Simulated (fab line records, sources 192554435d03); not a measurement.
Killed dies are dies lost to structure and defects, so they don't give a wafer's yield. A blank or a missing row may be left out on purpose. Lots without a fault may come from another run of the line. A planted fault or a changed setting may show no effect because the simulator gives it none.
Problem report in the 8D (eight disciplines) form, filled by code | flow n5_finfet | the parts of the form that need people (team, actions taken, sign-off) are left out

1. THE PROBLEM
M13_THK at N5_BEOL_M13_THK_MEAS_50 reads a mean of 354 nm on 2 wafers of 2 lots; wafers without a fault read 422 nm with a standard deviation of 6.4. That is -11 standard deviations from the usual mean.
The step: measures by xrf.
First seen on wafer L146.2, day 15 10:53, on film_metro-02. The record holds 21 wafers of 7 lots with a number at this step. Rule for "out", or "out of limits": more than 4 standard deviations from the usual mean. The other wafers with a number count as sound.

2. WHAT IT IS AND WHAT IT IS NOT
question                    | is                | is not
which readings at this step | M13_THK           | -
which lots                  | L145, L146        | L130, L132, L134, L149, L151
which wafers of those lots  | L145.2, L146.2    | L145.4, L145.5, L146.3, L146.5
read on which gauges        | film_metro-02     | film_metro-01
when                        | from day 15 10:53 | up to then (11 sound wafers); but 8 sound wafers of L145, L149, L151 came after

3. SUSPECTS, AND WHAT RULES EACH OUT
Counting: a tool at a process step up to the reading stays a suspect if it ran every lot that is out. Sound lots after the first of them don't rule it out here, since some wafers of a struck lot are sound.
- the gauge at N5_BEOL_M13_THK_MEAS_50: ruled out. All the wafers that are out were read on film_metro-02, but those of them that N5_BEOL_M15_RC_MEAS_101 has rows for are out there too, on other tools.
- ecd_cu-02 at N5_BEOL_M13_ECD_47 (material Cu, target thk 936 nm): kept. It ran every lot that is out, first L146 (day 15 09:52); its last sound lot up to then is L134 (day 12 18:15).
Left after counting: ecd_cu-02 at N5_BEOL_M13_ECD_47.

4. THE CAUSE (what the simulator had put in)
Process parameter drift: ecd_cu-02, from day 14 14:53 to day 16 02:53, at N5_BEOL_M13_ECD_47. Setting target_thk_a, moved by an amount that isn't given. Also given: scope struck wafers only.
Counting left only this tool.

5. THE CHAIN OF EFFECTS, in route order
Each row: a reading whose mean over the struck wafers that have a number lies more than 3 standard deviations from the usual. Only readings for which the record gives a usual standard deviation are gone through. hours: the time from each lot's start at the first step in this table that gives one to its start at this step, as a median over the lots. sigmas: the change in usual standard deviations.
hours | step                    | reading           | usual         | on struck wafers | change  | sigmas
0     | N5_BEOL_M13_THK_MEAS_50 | M13_THK           | 422 nm        | 354              | -68     | -11
0     | N5_BEOL_M13_RS_MEAS_54  | M13_RS            | 0.0446 ohm/sq | 0.0536           | +0.0090 | +13
16    | N5_BEOL_M15_RC_MEAS_101 | SERP_M13          | 0.306 ohm/um  | 0.371            | +0.066  | +13
16    | N5_BEOL_M15_RC_MEAS_101 | SERP_M13_max_site | 0.309 ohm/um  | 0.375            | +0.066  | +12
Later measuring or inspecting steps at which every struck wafer that the step has a row for has a number for every such reading, and none has moved that far: N5_BEOL_M13_INSPECT_55.

6. WHAT WOULD HAVE CAUGHT IT SOONER
In this record the first reading out of limits at a measuring or inspecting step was taken at day 15 10:53, 20 hours after the fault began at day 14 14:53.
Of the lots that are out (2), L145 began N5_BEOL_M13_ECD_47 on ecd_cu-02 after day 15 10:53. A hold on the tool at that time would have spared it.
